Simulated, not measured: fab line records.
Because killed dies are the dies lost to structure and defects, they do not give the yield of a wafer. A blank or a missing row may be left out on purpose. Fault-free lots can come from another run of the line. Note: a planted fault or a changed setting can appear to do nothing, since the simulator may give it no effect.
fab line records | flow n5_finfet
record: lots: 11 | wafers: 32 | last_day: 19
route steps=1938 shown BEOL_M3@1012 BEOL_M4@1022
lots untouched by any fault: they come from a run of this same line in which no faults occurred
start_h: hours from the record's first day to the start of the lot's first wafer shown | wait_h: hours elapsed since this lot's preceding step | " same as the row above | L1.1+2: several wafers, shown together as one row | - no value, or no start given | * or withheld: withheld | < > ~ a bound
route shown NAME@n: a module of which the file shows steps, and the number in the route of the first | usual: mean and standard deviation over wafers with no fault | same: alike in all rows | chamber/n: place in a boat | sites: readings site by site | _std_site: their standard deviation | _edge_site: mean of outer sites minus mean of inner sites | radius_mm: for every site, how far away it sits from the centre of the wafer | mask NAME#n: copy n | behind: tool/chamber where the wafer was last shaped | hold: what put the lot on hold/how long, in hours/how the hold closed | device: the transistor (n, p or np) that didn't switch | end of line: tests run on the same wafers once the route is complete | where a step has no rows: the recipe by itself | killed: not the wafer's yield, but the dies lost to structure and defects at the first sort | map: a wafer's dies, marking killed ones x, the rest . and places with no die _
set.NAME: the run value of the setting; set.NAME@STEP: its run value at that earlier step | model.NAME: the simulator's own value behind a step, which no gauge read
a sample of lots followed through the steps of the route, with each step as a table and each wafer as a row
services: when a tool's chamber went out of use (start_h, in hours from the record's first day, below 0 if earlier), for how many hours, and the reason
== steps ==
step: N5_BEOL_M3_ANNEAL_51
recipe: temp_c: 225 | time_s: 90 | ambient: N2
usual: wafer_temp_C_max: 225.93/0.25
lot.wafer | tool          | chamber | start_h | wait_h | wafer_temp_C_max
L841.2    | rtp_anneal-02 | 0       | 187.18  | 0.1    | 226.05
L841.4    | "             | 0       | "       | "      | 226.17
L841.5    | "             | 0       | "       | "      | 225.82
L840.2    | rtp_anneal-01 | 0       | 189.08  | 0.2    | 225.99
L840.5    | "             | 0       | "       | "      | 225.68
L840.6    | "             | 0       | "       | "      | 225.88
L843.2    | rtp_anneal-02 | 0       | 191.71  | 0.2    | 226.03
L843.3    | "             | 0       | "       | "      | 226.44
L843.6    | "             | 0       | "       | "      | 226.14
L842.2    | rtp_anneal-02 | 0       | 191.98  | 0.2    | 225.81
L842.4    | "             | 0       | "       | "      | 226.04
L842.6    | "             | 0       | "       | "      | 225.81
L845.1    | rtp_anneal-02 | 0       | 195.39  | 0.1    | 226.28
L845.4    | "             | 0       | "       | "      | 226.14
L845.5    | "             | 0       | "       | "      | 225.51
L847.3    | rtp_anneal-02 | 0       | 209.58  | 0.2    | 225.82
L847.5    | "             | 0       | "       | "      | 225.90
L847.6    | "             | 0       | "       | "      | 225.89
L849.2    | rtp_anneal-01 | 0       | 227.43  | 0.1    | 225.83
L849.3    | "             | 0       | "       | "      | 225.89
L849.4    | "             | 0       | "       | "      | 225.98
L851.4    | rtp_anneal-01 | 0       | 241.72  | 0.2    | 225.71
L851.5    | "             | 0       | "       | "      | 225.91
L851.6    | "             | 0       | "       | "      | 225.43
L852.2    | rtp_anneal-02 | 0       | 241.92  | 0.1    | 226.24
L852.5    | "             | 0       | "       | "      | 225.47
L852.6    | "             | 0       | "       | "      | 225.90
L857.2    | rtp_anneal-02 | 0       | 273.22  | 0.1    | 226.04
L857.4    | "             | 0       | "       | "      | 226.44
L862.2    | rtp_anneal-01 | 0       | 308.98  | 2.9    | 226.21
L862.3    | "             | 0       | "       | "      | 225.91
L862.6    | "             | 0       | "       | "      | 225.92
step: N5_BEOL_M3_CO_CAP_55
recipe: material: Co | target_thk_a: 20 | temp_c: 200 | precursor: CCTBA/H2 | pressure_torr: 30 | time_s: 102.1
usual: heater_power_w: 242/23 | run_length_s: 124.8/0.44
lot.wafer | tool      | chamber | start_h | wait_h | heater_power_w | run_length_s
L841.2    | cvd_co-01 | 1       | 187.82  | 0.0    | 275            | 124.9
L841.4    | "         | 0       | "       | "      | 235            | 125.2
L841.5    | "         | 2       | "       | "      | 265            | 124.8
L840.2    | cvd_co-01 | 2       | 189.71  | 0.0    | 263            | 124.5
L840.5    | "         | 1       | "       | "      | 273            | 125.2
L840.6    | "         | 2       | "       | "      | 266            | 124.4
L843.2    | cvd_co-02 | 2       | 192.33  | 0.0    | 230            | 125.1
L843.3    | "         | 0       | "       | "      | 232            | 124.1
L843.6    | "         | 0       | "       | "      | 233            | 123.7
L842.2    | cvd_co-01 | 2       | 192.62  | 0.0    | 264            | 124.6
L842.4    | "         | 1       | "       | "      | 274            | 125.0
L842.6    | "         | 2       | "       | "      | 269            | 125.0
L845.1    | cvd_co-02 | 0       | 196.06  | 0.0    | 238            | 123.9
L845.4    | "         | 1       | "       | "      | 214            | 124.9
L845.5    | "         | 0       | "       | "      | 236            | 123.8
L847.3    | cvd_co-02 | 2       | 210.16  | 0.0    | 229            | 125.2
L847.5    | "         | 0       | "       | "      | 236            | 123.9
L847.6    | "         | 1       | "       | "      | 214            | 125.0
L849.2    | cvd_co-01 | 0       | 228.07  | 0.0    | 235            | 124.5
L849.3    | "         | 1       | "       | "      | 276            | 124.7
L849.4    | "         | 1       | "       | "      | 276            | 124.8
L851.4    | cvd_co-01 | 2       | 242.29  | 0.0    | 269            | 124.4
L851.5    | "         | 1       | "       | "      | 279            | 124.7
L851.6    | "         | 0       | "       | "      | 237            | 124.6
L852.2    | cvd_co-02 | 0       | 242.54  | 0.0    | 234            | 124.3
L852.5    | "         | 2       | "       | "      | 230            | 125.0
L852.6    | "         | 1       | "       | "      | 212            | 124.6
L857.2    | cvd_co-02 | 1       | 273.85  | 0.0    | 211            | 125.3
L857.4    | "         | 0       | "       | "      | 230            | 66.0
L862.2    | cvd_co-01 | 2       | 309.61  | 0.0    | 268            | 125.3
L862.3    | "         | 0       | "       | "      | 236            | 125.0
L862.6    | "         | 0       | "       | "      | 234            | 124.8
step: N5_BEOL_M3_RS_MEAS_58
recipe: thk_meas_gauge: four-point-probe | reads: Co_of_BEOL_M3_CO_CAP_55+Cu_of_BEOL_M3_ECD_50+Co_of_BEOL_M3_CVD_47+TaN_of_BEOL_M3_ALD_84
usual: M3_RS: 0.67/0.032
lot.wafer | tool          | chamber | start_h | wait_h | M3_RS[ohm/sq]
L841.2    | film_metro-01 | -       | 188.01  | 0.1    | 0.69
L841.4    | "             | -       | "       | "      | 0.67
L841.5    | "             | -       | "       | "      | 0.67
L840.2    | film_metro-01 | -       | 189.90  | 0.1    | 0.71
L840.5    | "             | -       | "       | "      | 0.68
L840.6    | "             | -       | "       | "      | 0.67
L843.2    | film_metro-02 | -       | 192.52  | 0.1    | 0.67
L843.3    | "             | -       | "       | "      | 0.62
L843.6    | "             | -       | "       | "      | 0.68
L842.2    | film_metro-02 | -       | 192.80  | 0.1    | 0.70
L842.4    | "             | -       | "       | "      | 0.67
L842.6    | "             | -       | "       | "      | 0.68
L845.1    | film_metro-01 | -       | 196.27  | 0.1    | 0.72
L845.4    | "             | -       | "       | "      | 0.62
L845.5    | "             | -       | "       | "      | 0.63
L847.3    | film_metro-01 | -       | 210.35  | 0.1    | 0.67
L847.5    | "             | -       | "       | "      | 0.65
L847.6    | "             | -       | "       | "      | 0.65
L849.2    | film_metro-02 | -       | 228.26  | 0.1    | 0.68
L849.3    | "             | -       | "       | "      | 0.64
L849.4    | "             | -       | "       | "      | 0.63
L851.4    | film_metro-01 | -       | 242.44  | 0.0    | 0.71
L851.5    | "             | -       | "       | "      | 0.60
L851.6    | "             | -       | "       | "      | 0.71
L852.2    | film_metro-01 | -       | 242.73  | 0.1    | 0.69
L852.5    | "             | -       | "       | "      | 0.65
L852.6    | "             | -       | "       | "      | 0.65
L857.2    | film_metro-02 | -       | 274.03  | 0.1    | 0.69
L857.4    | "             | -       | "       | "      | 0.67
L862.2    | film_metro-02 | -       | 309.82  | 0.1    | 0.71
L862.3    | "             | -       | "       | "      | 0.68
L862.6    | "             | -       | "       | "      | 0.65
step: N5_BEOL_M4_THK_MEAS_01
recipe: reads: SiOC_of_BEOL_M4_ILD_DEP_00
usual: M4_ILD_THK: 78.9/1
lot.wafer | tool          | chamber | start_h | wait_h | M4_ILD_THK[nm]
L841.2    | film_metro-01 | -       | 188.14  | 0.1    | 77.0
L841.4    | "             | -       | "       | "      | 78.1
L841.5    | "             | -       | "       | "      | 80.0
L840.2    | film_metro-01 | -       | 190.03  | 0.1    | 79.9
L840.5    | "             | -       | "       | "      | 80.5
L840.6    | "             | -       | "       | "      | 80.3
L843.2    | film_metro-02 | -       | 192.65  | 0.1    | 80.2
L843.3    | "             | -       | "       | "      | 79.7
L843.6    | "             | -       | "       | "      | 80.3
L842.2    | film_metro-01 | -       | 192.93  | 0.1    | 79.5
L842.4    | "             | -       | "       | "      | 78.4
L842.6    | "             | -       | "       | "      | 80.1
L845.1    | film_metro-01 | -       | 196.40  | 0.0    | 78.2
L845.4    | "             | -       | "       | "      | 79.2
L845.5    | "             | -       | "       | "      | 79.9
L847.3    | film_metro-01 | -       | 210.48  | 0.1    | 78.2
L847.5    | "             | -       | "       | "      | 79.2
L847.6    | "             | -       | "       | "      | 78.8
L849.2    | film_metro-02 | -       | 228.40  | 0.1    | 77.4
L849.3    | "             | -       | "       | "      | 79.4
L849.4    | "             | -       | "       | "      | 78.3
L851.4    | film_metro-01 | -       | 242.57  | 0.0    | 80.1
L851.5    | "             | -       | "       | "      | 78.1
L851.6    | "             | -       | "       | "      | 79.4
L852.2    | film_metro-01 | -       | 242.86  | 0.1    | 78.1
L852.5    | "             | -       | "       | "      | 78.4
L852.6    | "             | -       | "       | "      | 79.3
L857.2    | film_metro-01 | -       | 274.16  | 0.1    | 77.8
L857.4    | "             | -       | "       | "      | 78.8
L862.2    | film_metro-01 | -       | 309.95  | 0.1    | 78.8
L862.3    | "             | -       | "       | "      | 78.8
L862.6    | "             | -       | "       | "      | 78.8
step: N5_BEOL_M4_RC_MEAS_101
usual: DIBL_N: 36.6/1.9 | DIBL_P: 36.7/2.2 | IOFF_N: 0.16/0.035 | IOFF_P: 0.22/0.038 | ION_N: 672/14 | ION_P: 462/8.3 | SS_N: 71.6/0.65 | SS_P: 73.5/0.72 | VT_N: 250/3.5 | VT_P: -250/3.1
lot.wafer | tool      | chamber | start_h | wait_h | DIBL_N[mV/V] | DIBL_P[mV/V] | IOFF_N[nA/um] | IOFF_P[nA/um] | ION_N[uA/um] | ION_P[uA/um] | SS_N[mV/dec] | SS_P[mV/dec] | VT_N[mV] | VT_P[mV]
L841.2    | prober-02 | 0       | 202.64  | 0.2    | 37.8         | 36.2         | 0.15          | 0.21          | 666          | 459          | 71.6         | 72.7         | 250      | -249
L841.4    | "         | 0       | "       | "      | 42.0         | 40.1         | 0.27          | 0.27          | 682          | 458          | 73.9         | 74.7         | 245      | -249
L841.5    | "         | 0       | "       | "      | 34.8         | 33.9         | 0.13          | 0.18          | 680          | 468          | 71.1         | 72.6         | 252      | -251
L840.2    | prober-01 | 0       | 203.17  | 0.2    | 39.2         | 40.5         | 0.22          | 0.34          | 686          | 483          | 71.1         | 74.5         | 243      | -239
L840.5    | "         | 0       | "       | "      | 37.5         | 39.0         | 0.17          | 0.29          | 677          | 471          | 71.0         | 73.9         | 247      | -244
L840.6    | "         | 0       | "       | "      | 33.2         | 32.6         | 0.10          | 0.18          | 646          | 455          | 69.9         | 72.5         | 255      | -252
L843.2    | prober-02 | 0       | 213.24  | 0.2    | 35.1         | 35.1         | 0.14          | 0.18          | 679          | 466          | 71.7         | 72.6         | 252      | -252
L843.3    | "         | 0       | "       | "      | 36.8         | 37.9         | 0.16          | 0.22          | 668          | 460          | 71.1         | 74.0         | 253      | -251
L843.6    | "         | 0       | "       | "      | 35.6         | 36.8         | 0.15          | 0.21          | 680          | 469          | 70.9         | 72.8         | 250      | -249
L842.2    | prober-02 | 0       | 218.38  | 0.2    | 37.3         | 37.3         | 0.16          | 0.25          | 690          | 480          | 71.2         | 73.6         | 248      | -247
L842.4    | "         | 0       | "       | "      | 33.2         | 32.7         | 0.11          | 0.18          | 685          | 474          | 70.0         | 72.5         | 253      | -250
L842.6    | "         | 0       | "       | "      | 34.2         | 34.5         | 0.13          | 0.20          | 676          | 477          | 70.5         | 72.5         | 251      | -249
L845.1    | prober-02 | 0       | 222.91  | 0.0    | 35.6         | 35.6         | 0.12          | 0.20          | 653          | 462          | 71.6         | 72.9         | 255      | -250
L845.4    | "         | 0       | "       | "      | 37.4         | 37.6         | 0.16          | 0.22          | 651          | 448          | 72.3         | 73.5         | 252      | -251
L845.5    | "         | 0       | "       | "      | 34.8         | 36.4         | 0.13          | 0.21          | 661          | 462          | 70.8         | 73.2         | 253      | -248
L847.3    | prober-01 | 0       | 237.16  | 0.3    | 35.9         | 35.8         | 0.14          | 0.16          | 675          | 454          | 71.9         | 73.2         | 254      | -256
L847.5    | "         | 0       | "       | "      | 37.0         | 38.1         | 0.17          | 0.21          | 661          | 455          | 71.1         | 74.0         | 250      | -252
L847.6    | "         | 0       | "       | "      | 38.1         | 38.4         | 0.18          | 0.22          | 685          | 465          | 72.2         | 74.1         | 250      | -254
L849.2    | prober-02 | 0       | 249.28  | 0.2    | 36.3         | 36.6         | 0.15          | 0.21          | 678          | 468          | 71.1         | 73.3         | 252      | -252
L849.3    | "         | 0       | "       | "      | 37.3         | 38.0         | 0.16          | 0.23          | 659          | 459          | 71.4         | 74.0         | 250      | -248
L849.4    | "         | 0       | "       | "      | 36.5         | 37.6         | 0.16          | 0.22          | 681          | 463          | 71.4         | 73.7         | 247      | -250
L851.4    | prober-01 | 0       | 254.94  | 0.5    | 32.7         | 34.8         | 0.12          | 0.18          | 655          | 459          | 70.9         | 72.7         | 252      | -252
L851.5    | "         | 0       | "       | "      | 36.4         | 38.2         | 0.18          | 0.23          | 670          | 466          | 72.2         | 73.1         | 249      | -249
L851.6    | "         | 0       | "       | "      | 33.4         | 34.6         | 0.12          | 0.18          | 665          | 460          | 71.6         | 72.6         | 253      | -252
L852.2    | prober-01 | 0       | 257.68  | 0.2    | 39.4         | 38.3         | 0.19          | 0.29          | 660          | 458          | 72.1         | 74.2         | 249      | -245
L852.5    | "         | 0       | "       | "      | 37.4         | 34.6         | 0.15          | 0.22          | 660          | 462          | 71.8         | 73.2         | 252      | -248
L852.6    | "         | 0       | "       | "      | 37.5         | 36.3         | 0.16          | 0.26          | 674          | 468          | 72.5         | 73.5         | 251      | -248
L857.2    | prober-02 | 0       | 293.29  | 0.2    | 36.8         | 38.9         | 0.19          | 0.25          | 671          | 464          | 71.4         | 73.9         | 248      | -248
L857.4    | "         | 0       | "       | "      | 35.7         | 37.4         | 0.18          | 0.23          | 679          | 465          | 72.3         | 73.9         | 247      | -247
L862.2    | prober-02 | 0       | 319.81  | 0.2    | 38.0         | 37.2         | 0.19          | 0.26          | 699          | 472          | 71.8         | 73.5         | 249      | -244
L862.3    | "         | 0       | "       | "      | 39.0         | 39.1         | 0.23          | 0.31          | 682          | 467          | 71.8         | 74.1         | 245      | -244
L862.6    | "         | 0       | "       | "      | 37.8         | 36.6         | 0.18          | 0.25          | 674          | 463          | 72.4         | 73.6         | 248      | -245
== services ==
tool          | chamber | start_h | hours | kind
cvd_co-01     | -       | 172.67  | 4.3   | pm
cvd_co-02     | -       | 214.02  | 0.4   | repair
cvd_co-01     | 2       | 254.90  | 3.5   | repair
cvd_co-02     | -       | 255.23  | 0.4   | repair
rtp_anneal-02 | -       | 294.48  | 22.1  | pm
cvd_co-02     | -       | 305.78  | 6.9   | pm
== key ==
first_sign: step: N5_BEOL_M3_CO_CAP_55 | reading: run_length_s | direction: down | sigmas: 99+ | usual: * | struck: *
effect none on later readings
met_at N5_BEOL_M3_CO_CAP_55
struck_lots L857
struck_wafers L857.4
not_acting_at N5_BEOL_M3_ANNEAL_51,N5_BEOL_M3_RS_MEAS_58,N5_BEOL_M4_THK_MEAS_01
onset_between 242.54 273.85
fault: kind: process_parameter_drift | tool: cvd_co-02 | chamber: - | onset_h: 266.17 | steps: N5_BEOL_M3_CO_CAP_55 | channel: time_s | offset: * | shape: step | end_h: 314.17 | scope: struck_wafers_only | acts_in: * | stated: *
